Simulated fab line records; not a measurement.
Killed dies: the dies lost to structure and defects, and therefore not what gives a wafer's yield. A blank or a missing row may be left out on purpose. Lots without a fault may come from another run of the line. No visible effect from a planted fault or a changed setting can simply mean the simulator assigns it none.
Struck lot and sound lot, side by side | flow nand_harc | 15 out of 1302 route steps
Sound: the wafers L458.1, L458.2, L458.6. Struck: wafer L464.4 (L464.1, L464.6, from the same lot, were not struck and are left out); the cause is given at the end.
At each step with rows: each side's tool, then ch and its chambers, then its first start. Under that, the readings that differ: sound wafers | struck wafers | difference of the means | sigmas: that difference in standard deviations of wafers without a fault.
alike: words and numbers the same on both sides, and readings whose means are apart by under 2 such deviations; not compared: readings that were withheld, readings missing a value for some wafer, numbers with overlapping values and no deviation given by the record, and bounds like >300 which may hide the same value.
Wherever a step has rows on one side only, a row that says differs or no value, or a row with sigmas, the two part there. Numbers that have no deviation but don't overlap get no sigmas and don't part them. A reading missing from all wafers of one side parts the sides only when that side holds two or more wafers.

first, 7 steps without rows for these wafers: NHARC_A_BONDPAD_COAT_33 (time 65 s); NHARC_A_BONDPAD_COAT_03 (resist thk 600 nm); NHARC_A_BONDPAD_SOFTBAKE_04 (time 70 s); NHARC_A_BONDPAD_EBR_05; NHARC_A_BONDPAD_EXPOSE_06 (exposes mask A BPAD); NHARC_A_BONDPAD_PEB_07 (peb time 80 s); NHARC_A_BONDPAD_DEVELOP_08 (time 50 s).
NHARC_A_BONDPAD_CD_MEAS_09: the cd target is 500 nm.
  sound on cd_sem-01 ch 0, day 25 17:59; struck on cd_sem-01 ch 0, day 28 14:26
  alike: cd_nm
NHARC_A_BONDPAD_OVL_MEAS_35:
  sound on overlay-01 at day 25 18:05; struck on overlay-01 at day 28 14:31
  alike: overlay_x_nm, overlay_y_nm
then, 1 step without rows for these wafers: NHARC_A_BONDPAD_HARDBAKE_10 (time 65 s).
NHARC_A_BONDPAD_DESCUM_11: chemistry O2, time 3 s.
  sound on rie_diel-04 ch 0,1,3, day 25 18:14; struck on rie_diel-04 ch 2, day 28 14:38
  reading                | sound                | struck | difference | sigmas
  throttle_valve_pct (%) | 11.314 11.306 11.314 | 11.333 | +0.022     | +2
  alike: drypump_motor_current_A, oes_product_au, rf_vpp_V, showerhead_plenum_p_Torr
  not compared: rf_hours_counter_h
NHARC_A_BONDPAD_ETCH_34: etches the open film in N2/H2, target depth 60 nm, overetch 18 nm, time 65.91 s.
  sound on rie_diel-04 ch 1,3, day 25 18:18; struck on rie_diel-04 ch 0, day 28 14:44
  reading                     | sound       | struck | difference | sigmas
  drypump_motor_current_A (A) | 5.4 5.3 5.4 | 6.2    | +0.8       | +2
  alike: oes_product_au, rf_vpp_V, run_length_s, showerhead_plenum_p_Torr, throttle_valve_pct
  not compared: rf_hours_counter_h
NHARC_A_BONDPAD_ETCH_12: etches the open film in CHF3/O2, target depth 220 nm, time 110 s.
  sound on rie_diel-04 ch 0,1,3, day 25 18:23; struck on rie_diel-04 ch 3, day 28 14:50
  reading                | sound                | struck | difference | sigmas
  run_length_s (s)       | 131.7 131.4 130.4    | 112.8  | -18.4      | -47
  throttle_valve_pct (%) | 20.570 20.588 20.590 | 20.549 | -0.034     | -4
  alike: drypump_motor_current_A, oes_product_au, rf_vpp_V, showerhead_plenum_p_Torr
  not compared: rf_hours_counter_h
NHARC_A_BONDPAD_CD_MEAS_13:
  sound on cd_sem-02 at day 25 18:32; struck on cd_sem-01 at day 28 14:58
  alike: cd_nm
NHARC_END_SORT_01:
  sound on prober-02 ch 0, day 27 00:57; struck on prober-02 ch 0, day 30 02:25
  reading                  | sound          | struck                   | difference                   | sigmas
  hold                     | - - -          | await_dispo/8.4h/release | no value on the sound wafers |
  defect_limited_yield (%) | 91.6 94.1 89.5 | 0                        | -92                          | -37
  killed_at_array          | 54 39 65       | 672                      | +619                         | +36
  killed_dies              | 57 40 71       | 677                      | +621                         | +37
  alike: killed_at_other, killed_at_periphery, killed_open, killed_short

== WHERE THEY PART ==
Last at NHARC_END_SORT_01 as far as this record goes, first at NHARC_A_BONDPAD_DESCUM_11.

WHY: what the simulator had put in
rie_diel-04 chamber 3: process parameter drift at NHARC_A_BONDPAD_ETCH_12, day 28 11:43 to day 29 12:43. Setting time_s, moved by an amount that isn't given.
